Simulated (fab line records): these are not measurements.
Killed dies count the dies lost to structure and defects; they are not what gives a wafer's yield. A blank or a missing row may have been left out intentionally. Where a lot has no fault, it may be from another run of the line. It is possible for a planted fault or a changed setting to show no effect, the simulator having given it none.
Lot-split experiment / flow n5Finfet / on a route of 1938 steps: 7 lots, 21 wafers read

THE SPLIT ITSELF
At N5_BEOL_M15_EXPOSE_25 (exposes mask M15, target cd 400 nm), the setting doseMj was moved away from the recipe's 35.5 on 4 of the 21 wafers read, by -6.6% to -4.1%. For the rest of the wafers, this setting stayed at what the recipe calls for.

FROM THE SPLIT TO THE READING: what the file shows between them, 3 steps
- N5_BEOL_M15_PEB_26: peb time 90 s
- N5_BEOL_M15_DEVELOP_27: develop time 45 s
- N5_BEOL_M15_HARDBAKE_32: time 120 s

THE READING
Shown in nm: cdNm at N5_BEOL_M15_CD_MEAS_28, with target cd 407.6 nm. A value of 407.1 nm with a standard deviation of 2.1 nm is what fault-free wafers of this fab line usually give.

wafer=L078.1; tool, chamber at the split=krfScanner-02, 0; doseMj as run=35.5; against the recipe=recipe; cdNm, nm=409.3; against lot-mates on the recipe=-
wafer=L078.2; tool, chamber at the split=krfScanner-02, 0; doseMj as run=35.5; against the recipe=recipe; cdNm, nm=410.8; against lot-mates on the recipe=-
wafer=L078.5; tool, chamber at the split=krfScanner-02, 0; doseMj as run=35.5; against the recipe=recipe; cdNm, nm=409.8; against lot-mates on the recipe=-
wafer=L083.1; tool, chamber at the split=krfScanner-01, 0; doseMj as run=35.5; against the recipe=recipe; cdNm, nm=404.1; against lot-mates on the recipe=-
wafer=L083.4; tool, chamber at the split=krfScanner-01, 0; doseMj as run=35.5; against the recipe=recipe; cdNm, nm=406.3; against lot-mates on the recipe=-
wafer=L083.6; tool, chamber at the split=krfScanner-01, 0; doseMj as run=35.5; against the recipe=recipe; cdNm, nm=406.2; against lot-mates on the recipe=-
wafer=L084.1; tool, chamber at the split=krfScanner-02, 0; doseMj as run=35.5; against the recipe=recipe; cdNm, nm=411.7; against lot-mates on the recipe=-
wafer=L084.3; tool, chamber at the split=krfScanner-02, 0; doseMj as run=35.5; against the recipe=recipe; cdNm, nm=410.1; against lot-mates on the recipe=-
wafer=L084.6; tool, chamber at the split=krfScanner-02, 0; doseMj as run=35.5; against the recipe=recipe; cdNm, nm=409.2; against lot-mates on the recipe=-
wafer=L085.4; tool, chamber at the split=krfScanner-01, 0; doseMj as run=35.5; against the recipe=recipe; cdNm, nm=404.1; against lot-mates on the recipe=-
wafer=L085.5; tool, chamber at the split=krfScanner-01, 0; doseMj as run=35.5; against the recipe=recipe; cdNm, nm=404.6; against lot-mates on the recipe=-
wafer=L085.6; tool, chamber at the split=krfScanner-01, 0; doseMj as run=34.03; against the recipe=-4.1%; cdNm, nm=399.2; against lot-mates on the recipe=-5.2
wafer=L093.1; tool, chamber at the split=krfScanner-01, 0; doseMj as run=35.5; against the recipe=recipe; cdNm, nm=405.7; against lot-mates on the recipe=-
wafer=L093.4; tool, chamber at the split=krfScanner-01, 0; doseMj as run=33.14; against the recipe=-6.6%; cdNm, nm=394.6; against lot-mates on the recipe=-10.9
wafer=L093.5; tool, chamber at the split=krfScanner-01, 0; doseMj as run=35.5; against the recipe=recipe; cdNm, nm=405.3; against lot-mates on the recipe=-
wafer=L094.1; tool, chamber at the split=krfScanner-01, 0; doseMj as run=35.5; against the recipe=recipe; cdNm, nm=407.0; against lot-mates on the recipe=-
wafer=L094.2; tool, chamber at the split=krfScanner-01, 0; doseMj as run=35.5; against the recipe=recipe; cdNm, nm=407.3; against lot-mates on the recipe=-
wafer=L094.3; tool, chamber at the split=krfScanner-01, 0; doseMj as run=35.5; against the recipe=recipe; cdNm, nm=405.8; against lot-mates on the recipe=-
wafer=L097.2; tool, chamber at the split=krfScanner-01, 0; doseMj as run=35.5; against the recipe=recipe; cdNm, nm=409.8; against lot-mates on the recipe=-
wafer=L097.3; tool, chamber at the split=krfScanner-01, 0; doseMj as run=33.34; against the recipe=-6.1%; cdNm, nm=397.0; against lot-mates on the recipe=-12.8
wafer=L097.4; tool, chamber at the split=krfScanner-01, 0; doseMj as run=33.34; against the recipe=-6.1%; cdNm, nm=396.7; against lot-mates on the recipe=-13.1

FIT RESULTS
A straight line over all 21 wafers: cdNm changes by +1.84 nm for each +1% of doseMj; r = +0.89; the points scatter about the line by 2.3 nm.
The same after taking each lot's own level away (the mean of its wafers on the recipe; 21 wafers): +1.86 nm for each +1%; r = +0.97; scatter 1.1 nm.
The reading moves by 12 nm for the largest change in doseMj, on that fit.
The span of the lots' own levels, 404.35 to 410.33 nm, comes to 2.8 times the standard deviation stated above.
So the lot-to-lot level changes the slope little: the two slopes agree.
Check: -13.1 nm against its lot-mates is what the line predicts for one of the wafers moved furthest among these (-6.6%) when that wafer is left out of the fit. Against them it came out at -10.9 nm.

THE WHOLE CHAIN: every reading that the file lists as answering this split, in the file's order
step=N5_BEOL_M15_CD_MEAS_28; what it does=target cd 407.6 nm; reading=cdNm; change (the file's fit)=+1.76 nm for each +1% of the setting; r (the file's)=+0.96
step=N5_BEOL_M15_DESCUM_33; what it does=chemistry O2, time 7.9 s; reading=BEOL_M15.cdNm (the simulator's own value, which no gauge read); change (the file's fit)=+1.77 nm for each +1% of the setting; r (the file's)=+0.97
step=N5_BEOL_M15_ETCH_61; what it does=etches BARC in N2/H2, target depth 89 nm, overetch 26.7 nm, time 67.9 s; reading=BEOL_M15.cdNm (the simulator's own value, which no gauge read); change (the file's fit)=+1.65 nm for each +1% of the setting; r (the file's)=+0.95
step=N5_BEOL_M15_TRENCH_ETCH_34; what it does=etches SiO2 in C4F8/O2/Ar, target depth 872.93 nm, time 199 s; reading=BEOL_M15.cdNm (the simulator's own value, which no gauge read); change (the file's fit)=+1.71 nm for each +1% of the setting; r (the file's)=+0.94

FILE'S OWN FIT
cdNm changes by +1.76 nm for each +1% of doseMj, r = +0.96.
